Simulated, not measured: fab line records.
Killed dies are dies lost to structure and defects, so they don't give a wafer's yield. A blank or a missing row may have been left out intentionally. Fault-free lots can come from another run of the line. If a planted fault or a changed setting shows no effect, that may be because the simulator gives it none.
Which tool did it? / flow n5-finfet / Sampling: 9 lots, 27 wafers, 6 of 1938 route steps

== WHAT EACH GAUGE READ, for each wafer ==
N5_ZERO_LAYER_CD_MEAS_11: the cd target is 2000 nm. Usual: cd-nm at 1999.1 nm, with a standard deviation of 1.7.
lot=L412; measured=day 1 12:38; on=cd-sem-02; cd-nm (nm)=1998.7 2000.1 2001.6; flag=
lot=L414; measured=day 2 00:38; on=cd-sem-01; cd-nm (nm)=2000.0 1998.5 2001.5; flag=
lot=L417; measured=day 2 18:41; on=cd-sem-01; cd-nm (nm)=1997.0 1998.7 1996.4; flag=
lot=L421; measured=day 3 18:38; on=cd-sem-02; cd-nm (nm)=2000.7 1997.8 2000.8; flag=
lot=L422; measured=day 4 00:46; on=cd-sem-03; cd-nm (nm)=1997.6 1997.8 1999.0; flag=
lot=L424; measured=day 4 12:39; on=cd-sem-02; cd-nm (nm)=1996.7 1996.4 1998.7; flag=
lot=L432; measured=day 6 12:58; on=cd-sem-02; cd-nm (nm)=1987.4 1988.1 1984.3; flag=OFF
lot=L433; measured=day 6 18:38; on=cd-sem-02; cd-nm (nm)=1990.7 1988.6 1990.4; flag=OFF
lot=L435; measured=day 7 06:39; on=cd-sem-01; cd-nm (nm)=2001.8 1998.9 1997.9; flag=

N5_WELL_APT_OVL_MEAS_26. Usual: PWELL_OVL gives -1 nm (standard deviation 5.5).
lot=L412; measured=day 1 15:01; on=overlay-02; PWELL_OVL (nm)=-9 -3 2; flag=
lot=L414; measured=day 2 02:59; on=overlay-02; PWELL_OVL (nm)=3 2 5; flag=
lot=L417; measured=day 2 21:04; on=overlay-01; PWELL_OVL (nm)=-8 -4 -10; flag=
lot=L421; measured=day 3 20:58; on=overlay-01; PWELL_OVL (nm)=-1 4 0; flag=
lot=L422; measured=day 4 02:56; on=overlay-02; PWELL_OVL (nm)=-6 -11 -11; flag=
lot=L424; measured=day 4 15:22; on=overlay-02; PWELL_OVL (nm)=1 0 -3; flag=
lot=L432; measured=day 6 15:17; on=overlay-02; PWELL_OVL (nm)=0 -4 -3; flag=
lot=L433; measured=day 6 20:58; on=overlay-02; PWELL_OVL (nm)=-3 -3 3; flag=
lot=L435; measured=day 7 08:44; on=overlay-02; PWELL_OVL (nm)=-9 -2 0; flag=

N5_BEOL_M4_RC_MEAS_101. Usual: DIBL_N 36.8 mV/V, standard deviation 1.5; DIBL_P 37.1 mV/V, standard deviation 2.1; IOFF_N 0.168 nA/um, standard deviation 0.03; IOFF_P 0.22 nA/um, standard deviation 0.034; ION_N 679 uA/um, standard deviation 12; ION_P 466 uA/um, standard deviation 8; SS_N 71.7 mV/dec, standard deviation 0.58; SS_P 73.5 mV/dec, standard deviation 0.67; VT_N 248.8 mV, standard deviation 2.7; VT_P -250 mV, standard deviation 3.3.
lot=L412; measured=day 7 12:11; on=prober-02; DIBL_N (mV/V)=38.6 34.9 38.5; DIBL_P (mV/V)=39.9 35.0 39.9; IOFF_N (nA/um)=0.204 0.135 0.213; IOFF_P (nA/um)=0.24 0.17 0.25; ION_N (uA/um)=683 662 679; ION_P (uA/um)=463 455 466; SS_N (mV/dec)=73.2 71.3 71.6; SS_P (mV/dec)=74.1 73.5 74.3; VT_N (mV)=247.3 250.8 244.0; VT_P (mV)=-249 -256 -247; flag=
lot=L414; measured=day 8 13:29; on=prober-01; DIBL_N (mV/V)=37.0 36.9 37.1; DIBL_P (mV/V)=36.1 36.0 36.1; IOFF_N (nA/um)=0.146 0.146 0.148; IOFF_P (nA/um)=0.19 0.20 0.20; ION_N (uA/um)=678 675 672; ION_P (uA/um)=461 462 461; SS_N (mV/dec)=71.5 70.6 70.9; SS_P (mV/dec)=73.5 72.9 73.4; VT_N (mV)=249.8 247.4 248.0; VT_P (mV)=-253 -249 -250; flag=
lot=L417; measured=day 8 17:46; on=prober-01; DIBL_N (mV/V)=37.7 39.2 34.7; DIBL_P (mV/V)=38.3 37.7 33.1; IOFF_N (nA/um)=0.187 0.213 0.126; IOFF_P (nA/um)=0.26 0.24 0.17; ION_N (uA/um)=678 680 667; ION_P (uA/um)=467 460 458; SS_N (mV/dec)=72.6 72.9 71.5; SS_P (mV/dec)=74.2 73.9 73.1; VT_N (mV)=247.7 248.0 252.7; VT_P (mV)=-246 -247 -252; flag=
lot=L421; measured=day 9 17:22; on=prober-01; DIBL_N (mV/V)=38.6 35.1 37.7; DIBL_P (mV/V)=40.4 36.2 38.2; IOFF_N (nA/um)=0.222 0.148 0.178; IOFF_P (nA/um)=0.23 0.16 0.20; ION_N (uA/um)=688 680 673; ION_P (uA/um)=457 458 457; SS_N (mV/dec)=71.9 70.8 72.5; SS_P (mV/dec)=74.1 72.7 73.5; VT_N (mV)=245.8 249.5 249.2; VT_P (mV)=-253 -257 -254; flag=
lot=L422; measured=day 10 00:07; on=prober-02; DIBL_N (mV/V)=40.3 36.5 38.9; DIBL_P (mV/V)=41.8 36.5 41.4; IOFF_N (nA/um)=0.264 0.150 0.217; IOFF_P (nA/um)=0.28 0.18 0.27; ION_N (uA/um)=698 660 677; ION_P (uA/um)=468 452 467; SS_N (mV/dec)=72.5 70.7 72.4; SS_P (mV/dec)=74.9 74.0 74.1; VT_N (mV)=243.8 251.1 244.8; VT_P (mV)=-250 -253 -249; flag=
lot=L424; measured=day 11 00:38; on=prober-02; DIBL_N (mV/V)=37.1 36.8 37.4; DIBL_P (mV/V)=39.3 40.2 40.5; IOFF_N (nA/um)=0.176 0.175 0.181; IOFF_P (nA/um)=0.24 0.27 0.27; ION_N (uA/um)=677 670 674; ION_P (uA/um)=463 463 466; SS_N (mV/dec)=72.4 72.5 72.5; SS_P (mV/dec)=73.6 74.6 74.3; VT_N (mV)=250.6 249.6 247.8; VT_P (mV)=-246 -246 -246; flag=
lot=L432; measured=day 13 06:37; on=prober-02; DIBL_N (mV/V)=38.9 36.8 38.6; DIBL_P (mV/V)=37.8 35.5 36.7; IOFF_N (nA/um)=0.177 0.135 0.174; IOFF_P (nA/um)=0.19 0.17 0.18; ION_N (uA/um)=678 675 683; ION_P (uA/um)=460 459 462; SS_N (mV/dec)=72.3 70.8 72.4; SS_P (mV/dec)=73.9 73.3 73.7; VT_N (mV)=247.2 254.0 249.3; VT_P (mV)=-256 -256 -257; flag=
lot=L433; measured=day 13 00:08; on=prober-02; DIBL_N (mV/V)=39.5 36.3 37.7; DIBL_P (mV/V)=39.8 36.0 37.7; IOFF_N (nA/um)=0.233 0.149 0.182; IOFF_P (nA/um)=0.28 0.21 0.23; ION_N (uA/um)=712 687 695; ION_P (uA/um)=478 472 476; SS_N (mV/dec)=71.8 71.4 72.2; SS_P (mV/dec)=74.5 73.2 73.2; VT_N (mV)=244.4 250.9 248.9; VT_P (mV)=-247 -249 -250; flag=
lot=L435; measured=day 14 02:40; on=prober-01; DIBL_N (mV/V)=37.7 38.0 35.4; DIBL_P (mV/V)=38.6 37.2 34.7; IOFF_N (nA/um)=0.167 0.171 0.135; IOFF_P (nA/um)=0.25 0.22 0.18; ION_N (uA/um)=676 680 667; ION_P (uA/um)=467 469 455; SS_N (mV/dec)=71.3 71.0 71.3; SS_P (mV/dec)=73.1 72.6 72.9; VT_N (mV)=249.5 249.2 252.4; VT_P (mV)=-246 -248 -251; flag=

== TOOL THAT RAN EACH LOT (tool first, then ch and the chambers of the sampled wafers, then the start) ==
lot=L412; N5_ZERO_LAYER_EXPOSE_08=krf-scanner-01 ch 0, day 1 12:28; N5_ZERO_LAYER_STRIP_24=plasma-asher-02 ch 0,1, day 1 12:54; N5_PMOS_HMC_CHANNEL_EPI_DESCUM_14=rie-diel-05 ch 1,3, day 1 18:00
lot=L414; N5_ZERO_LAYER_EXPOSE_08=krf-scanner-02 ch 0, day 2 00:28; N5_ZERO_LAYER_STRIP_24=plasma-asher-02 ch 0,1, day 2 00:53; N5_PMOS_HMC_CHANNEL_EPI_DESCUM_14=rie-diel-03 ch 0,1,3, day 2 06:13
lot=L417; N5_ZERO_LAYER_EXPOSE_08=krf-scanner-01 ch 0, day 2 18:31; N5_ZERO_LAYER_STRIP_24=plasma-asher-01 ch 0,1, day 2 19:05; N5_PMOS_HMC_CHANNEL_EPI_DESCUM_14=rie-diel-04 ch 0,2,3, day 2 23:32
lot=L421; N5_ZERO_LAYER_EXPOSE_08=krf-scanner-01 ch 0, day 3 18:28; N5_ZERO_LAYER_STRIP_24=plasma-asher-01 ch 0, day 3 18:53; N5_PMOS_HMC_CHANNEL_EPI_DESCUM_14=rie-diel-05 ch 1,2,3, day 3 23:29
lot=L422; N5_ZERO_LAYER_EXPOSE_08=krf-scanner-02 ch 0, day 4 00:35; N5_ZERO_LAYER_STRIP_24=plasma-asher-02 ch 0,1, day 4 01:07; N5_PMOS_HMC_CHANNEL_EPI_DESCUM_14=rie-diel-04 ch 0,1,2, day 4 05:13
lot=L424; N5_ZERO_LAYER_EXPOSE_08=krf-scanner-02 ch 0, day 4 12:29; N5_ZERO_LAYER_STRIP_24=plasma-asher-02 ch 0,1, day 4 13:18; N5_PMOS_HMC_CHANNEL_EPI_DESCUM_14=rie-diel-03 ch 1,3, day 4 17:49
lot=L432; N5_ZERO_LAYER_EXPOSE_08=krf-scanner-01 ch 0, day 6 12:47; N5_ZERO_LAYER_STRIP_24=plasma-asher-02 ch 0,1, day 6 13:13; N5_PMOS_HMC_CHANNEL_EPI_DESCUM_14=rie-diel-05 ch 0,2,3, day 6 17:46
lot=L433; N5_ZERO_LAYER_EXPOSE_08=krf-scanner-01 ch 0, day 6 18:28; N5_ZERO_LAYER_STRIP_24=plasma-asher-01 ch 0,1, day 6 18:54; N5_PMOS_HMC_CHANNEL_EPI_DESCUM_14=rie-diel-04 ch 1,2,3, day 6 23:18
lot=L435; N5_ZERO_LAYER_EXPOSE_08=krf-scanner-02 ch 0, day 7 06:28; N5_ZERO_LAYER_STRIP_24=plasma-asher-02 ch 0,1, day 7 06:55; N5_PMOS_HMC_CHANNEL_EPI_DESCUM_14=rie-diel-05 ch 1,3, day 7 11:02
- N5_ZERO_LAYER_EXPOSE_08: exposes mask ZERO, defocus 0 nm, target cd 2000 nm.
- N5_ZERO_LAYER_STRIP_24: strips in O2.
- N5_PMOS_HMC_CHANNEL_EPI_DESCUM_14: chemistry O2, time 7.9 s.

== WHAT THE TOOLS THEMSELVES READ (means of the sampled wafers that have a number; where no wafer has one, the mark that the record gives instead) ==
N5_ZERO_LAYER_EXPOSE_08. Usual: exposure-dose-mJ-cm2 16.192, standard deviation 0.015; stage-vel-mm-s 500.06 mm/s, standard deviation 0.27.
lot=L412; tool=krf-scanner-01; exposure-dose-mJ-cm2=16.197; stage-vel-mm-s (mm/s)=500.12; flag=
lot=L414; tool=krf-scanner-02; exposure-dose-mJ-cm2=16.195; stage-vel-mm-s (mm/s)=500.04; flag=
lot=L417; tool=krf-scanner-01; exposure-dose-mJ-cm2=16.195; stage-vel-mm-s (mm/s)=500.02; flag=
lot=L421; tool=krf-scanner-01; exposure-dose-mJ-cm2=16.201; stage-vel-mm-s (mm/s)=499.96; flag=
lot=L422; tool=krf-scanner-02; exposure-dose-mJ-cm2=16.200; stage-vel-mm-s (mm/s)=500.20; flag=
lot=L424; tool=krf-scanner-02; exposure-dose-mJ-cm2=16.195; stage-vel-mm-s (mm/s)=500.54; flag=
lot=L432; tool=krf-scanner-01; exposure-dose-mJ-cm2=15.145; stage-vel-mm-s (mm/s)=500.24; flag=OFF
lot=L433; tool=krf-scanner-01; exposure-dose-mJ-cm2=15.348; stage-vel-mm-s (mm/s)=499.73; flag=OFF
lot=L435; tool=krf-scanner-02; exposure-dose-mJ-cm2=16.204; stage-vel-mm-s (mm/s)=499.84; flag=

N5_ZERO_LAYER_STRIP_24. Usual: drypump-motor-current-A 5.8 A, standard deviation 0.44; heater-power-w 354 W, standard deviation 27; oes-product-au 0.647 a.u., standard deviation 0.0045; strip-time-to-endpoint-s 43.84 s, standard deviation 0.089.
lot=L412; tool=plasma-asher-02; drypump-motor-current-A (A)=5.8; heater-power-w (W)=361; oes-product-au (a.u.)=0.650; strip-time-to-endpoint-s (s)=43.77; flag=
lot=L414; tool=plasma-asher-02; drypump-motor-current-A (A)=5.9; heater-power-w (W)=342; oes-product-au (a.u.)=0.645; strip-time-to-endpoint-s (s)=43.81; flag=
lot=L417; tool=plasma-asher-01; drypump-motor-current-A (A)=5.9; heater-power-w (W)=356; oes-product-au (a.u.)=0.645; strip-time-to-endpoint-s (s)=43.95; flag=
lot=L421; tool=plasma-asher-01; drypump-motor-current-A (A)=5.0; heater-power-w (W)=359; oes-product-au (a.u.)=0.648; strip-time-to-endpoint-s (s)=43.99; flag=
lot=L422; tool=plasma-asher-02; drypump-motor-current-A (A)=5.9; heater-power-w (W)=336; oes-product-au (a.u.)=0.653; strip-time-to-endpoint-s (s)=43.96; flag=
lot=L424; tool=plasma-asher-02; drypump-motor-current-A (A)=5.9; heater-power-w (W)=342; oes-product-au (a.u.)=0.645; strip-time-to-endpoint-s (s)=43.81; flag=
lot=L432; tool=plasma-asher-02; drypump-motor-current-A (A)=5.8; heater-power-w (W)=361; oes-product-au (a.u.)=0.648; strip-time-to-endpoint-s (s)=43.76; flag=
lot=L433; tool=plasma-asher-01; drypump-motor-current-A (A)=5.5; heater-power-w (W)=362; oes-product-au (a.u.)=0.647; strip-time-to-endpoint-s (s)=43.98; flag=
lot=L435; tool=plasma-asher-02; drypump-motor-current-A (A)=5.9; heater-power-w (W)=340; oes-product-au (a.u.)=0.651; strip-time-to-endpoint-s (s)=43.85; flag=

N5_PMOS_HMC_CHANNEL_EPI_DESCUM_14. Usual: drypump-motor-current-A 5.84 A, standard deviation 0.22; oes-product-au 0.77 a.u., standard deviation 0.073; rf-vpp-V 242.8 V, standard deviation 1.4; showerhead-plenum-p-Torr 2.07 Torr, standard deviation 0.077; throttle-valve-pct 20.54 %, standard deviation 0.18.
lot=L412; tool=rie-diel-05; drypump-motor-current-A (A)=5.90; oes-product-au (a.u.)=0.78; rf-vpp-V (V)=242.7; showerhead-plenum-p-Torr (Torr)=2.04; throttle-valve-pct (%)=20.50; flag=
lot=L414; tool=rie-diel-03; drypump-motor-current-A (A)=5.87; oes-product-au (a.u.)=0.75; rf-vpp-V (V)=242.6; showerhead-plenum-p-Torr (Torr)=2.04; throttle-valve-pct (%)=20.55; flag=
lot=L417; tool=rie-diel-04; drypump-motor-current-A (A)=5.78; oes-product-au (a.u.)=0.76; rf-vpp-V (V)=242.6; showerhead-plenum-p-Torr (Torr)=2.02; throttle-valve-pct (%)=20.48; flag=
lot=L421; tool=rie-diel-05; drypump-motor-current-A (A)=5.85; oes-product-au (a.u.)=0.81; rf-vpp-V (V)=244.7; showerhead-plenum-p-Torr (Torr)=2.11; throttle-valve-pct (%)=20.52; flag=
lot=L422; tool=rie-diel-04; drypump-motor-current-A (A)=5.73; oes-product-au (a.u.)=0.79; rf-vpp-V (V)=242.9; showerhead-plenum-p-Torr (Torr)=2.00; throttle-valve-pct (%)=20.32; flag=
lot=L424; tool=rie-diel-03; drypump-motor-current-A (A)=5.72; oes-product-au (a.u.)=0.72; rf-vpp-V (V)=241.9; showerhead-plenum-p-Torr (Torr)=1.99; throttle-valve-pct (%)=20.50; flag=
lot=L432; tool=rie-diel-05; drypump-motor-current-A (A)=5.87; oes-product-au (a.u.)=0.78; rf-vpp-V (V)=243.2; showerhead-plenum-p-Torr (Torr)=2.10; throttle-valve-pct (%)=20.67; flag=
lot=L433; tool=rie-diel-04; drypump-motor-current-A (A)=5.93; oes-product-au (a.u.)=0.77; rf-vpp-V (V)=242.0; showerhead-plenum-p-Torr (Torr)=2.03; throttle-valve-pct (%)=20.43; flag=
lot=L435; tool=rie-diel-05; drypump-motor-current-A (A)=5.79; oes-product-au (a.u.)=0.72; rf-vpp-V (V)=242.0; showerhead-plenum-p-Torr (Torr)=2.06; throttle-valve-pct (%)=20.54; flag=

== THE ANSWER, worked out from the rows above alone ==
Rule: lot off if the mean of its wafers having a number is beyond 3 standard deviations from the usual mean. Also off: a lot with no number at a reading for which 4 or more lots have one. The other lots that the step has rows for count as sound. After the gauges, taken in route order, come the tools' own readings; for these a lot's mean is taken, as printed above. The first step at which some lot is off is used, and at that step the reading that is off furthest; a lot without a number counts as furthest.
Off: L432, L433 (N5_ZERO_LAYER_CD_MEAS_11, cd-nm).
A tool fits if, at a process step before that reading, it ran every lot that is off, and no sound lot after the first of them. The gauges at N5_ZERO_LAYER_CD_MEAS_11 aren't tried: what is off there is off at N5_ZERO_LAYER_EXPOSE_08 too, on other tools, and a gauge's error can't cause that. One fits: krf-scanner-01 at N5_ZERO_LAYER_EXPOSE_08. Its last sound lot is L421 (day 3 18:28), its first lot that is off L432 (day 6 12:47): a fault that began between those two fits.
The tool's own readings at N5_ZERO_LAYER_EXPOSE_08 bear it out: on the lots that are off they differ by more than 5 times the standard deviation of the sound lots' means. exposure-dose-mJ-cm2 reads 15.247 there against 16.198 on the sound lots.

== WHAT THE SIMULATOR PUT IN ==
Process parameters drifting: krf-scanner-01 at N5_ZERO_LAYER_EXPOSE_08, beginning at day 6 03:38. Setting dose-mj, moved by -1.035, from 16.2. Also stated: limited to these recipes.
Lots struck among those shown: L432, L433. The rule above found the same.
